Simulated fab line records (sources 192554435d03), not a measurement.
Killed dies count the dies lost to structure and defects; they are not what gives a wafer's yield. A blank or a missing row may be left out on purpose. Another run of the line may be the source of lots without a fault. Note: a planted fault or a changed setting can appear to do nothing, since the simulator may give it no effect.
Struck lot and sound lot, side by side -- flow n5Finfet -- 16 steps out of a route of 1938
Sound: these wafers, L950.3, L950.4, L950.5. Struck: wafer L963.6. (L963.3, L963.5 of the same lot were not struck and are left out.) The cause comes at the end.
At each step with rows: each side's tool, then ch and its chambers, then its first start. Under that, the readings that differ: sound wafers -- struck wafers -- difference of the means -- sigmas: that difference in standard deviations of wafers without a fault.
alike: words and numbers the same on both sides, and readings whose means are apart by under 2 such deviations; not compared: readings that were withheld, readings missing a value for some wafer, numbers with overlapping values and no deviation given by the record, and bounds like >300 which may hide the same value.
A row with sigmas, a row that says differs or no value, or rows on one side alone: a step with any of these is where the two part. When numbers do not overlap yet have no deviation, they are printed without sigmas and do not part them. A reading that every wafer of one side lacks parts them only if that side has two wafers or more.

first, 4 steps without rows for these wafers: N5_BEOL_M6_HM_STRIP_39 (strips TiN in peroxide tin strip, target depth 25 nm, time 158 s); N5_BEOL_M6_SRD_40 (time 30 s); N5_BEOL_M6_PRECLEAN_42 (cleans in residue remover, time 60 s); N5_BEOL_M6_SRD_43 (time 30 s).
N5_BEOL_M6_CD_MEAS_35: target cd 40 nm, target cd y 28 nm.
  sound on cdSem-02 at day 12 01:27; struck on cdSem-01 at day 14 20:51
  alike: cdNm
then, 1 step without rows for these wafers: N5_BEOL_M6_CURE_75 (cures SiCOH lowk, time 120 s).
N5_BEOL_M6_DEGAS_44: time 60 s.
  sound on pvdSputter-02 at day 12 02:05; struck on pvdSputter-02 at day 14 21:17
  alike: heaterPowerW
N5_BEOL_M6_PRE_CLEAN_45: time 30 s.
  sound on pvdSputter-02 at day 12 02:08; struck on pvdSputter-02 at day 14 21:20
  alike: heaterPowerW
N5_BEOL_M6_ALD_77: deposits TaN, target thk 2 nm, pulse time 2 s, purge time 3 s.
  sound on aldMetal-04 ch 1,3, day 12 02:13; struck on aldMetal-02 ch 0, day 14 21:23
  alike: heaterPowerW, precursorVesselCarrierSccm
then, 2 steps without rows for these wafers: N5_BEOL_M6_SURFACE_TREAT_79; N5_BEOL_M6_CVD_78 (deposits Co from CCTBA/H2, target thk 2 nm, time 142.3 s).
N5_BEOL_M6_SPUTTER_48: material Cu, target thk 10 nm, time 1.667 s.
  sound on pvdSputter-02 at day 12 03:02; struck on pvdSputter-01 at day 14 22:08
  alike: chamberPressurePa, throttleValvePct
N5_BEOL_M6_ECD_50: material Cu, target thk 300 nm.
  sound on ecdCu-01 ch 0,1, day 12 03:10; struck on ecdCu-02 ch 0, day 14 22:32
reading,sound,struck,difference,sigmas
model.Cu_of_BEOL_M6_ECD_50.thkNm (nm),298.6 300 299.2,566.8,+267.5,
N5_BEOL_M6_ANNEAL_51: time 90 s.
  sound on rtpAnneal-02 ch 0, day 12 04:02; struck on rtpAnneal-01 ch 0, day 14 22:56
reading,sound,struck,difference,sigmas
wafer_temp_C_max,226.4 226.2 226.4,225.6,-0.7,-2
N5_BEOL_M6_CMP_52: polishes, stops on SiCOH lowk, t overpolish 6.9 s, target thk 80 nm.
  sound on cmp-01 ch 0,2,3, day 12 04:16; struck on cmp-04 ch 3, day 14 23:12
reading,sound,struck,difference,sigmas
timeToEndpointS (s),65 64 69,114,+48,+14
  alike: motorCurrentA, platenRpm, retainingRingPressureFrac
N5_BEOL_M6_THK_MEAS_53: measures by xrf.
  sound on filmMetro-02 at day 12 04:32; struck on filmMetro-02 at day 14 23:28
  alike: M6_THK

WHERE THEY PART
At N5_BEOL_M6_ANNEAL_51 first; at N5_BEOL_M6_CMP_52 last (within this record only). Later steps at which nothing parts them and some readings are alike: N5_BEOL_M6_THK_MEAS_53.

WHY: what the simulator had put in
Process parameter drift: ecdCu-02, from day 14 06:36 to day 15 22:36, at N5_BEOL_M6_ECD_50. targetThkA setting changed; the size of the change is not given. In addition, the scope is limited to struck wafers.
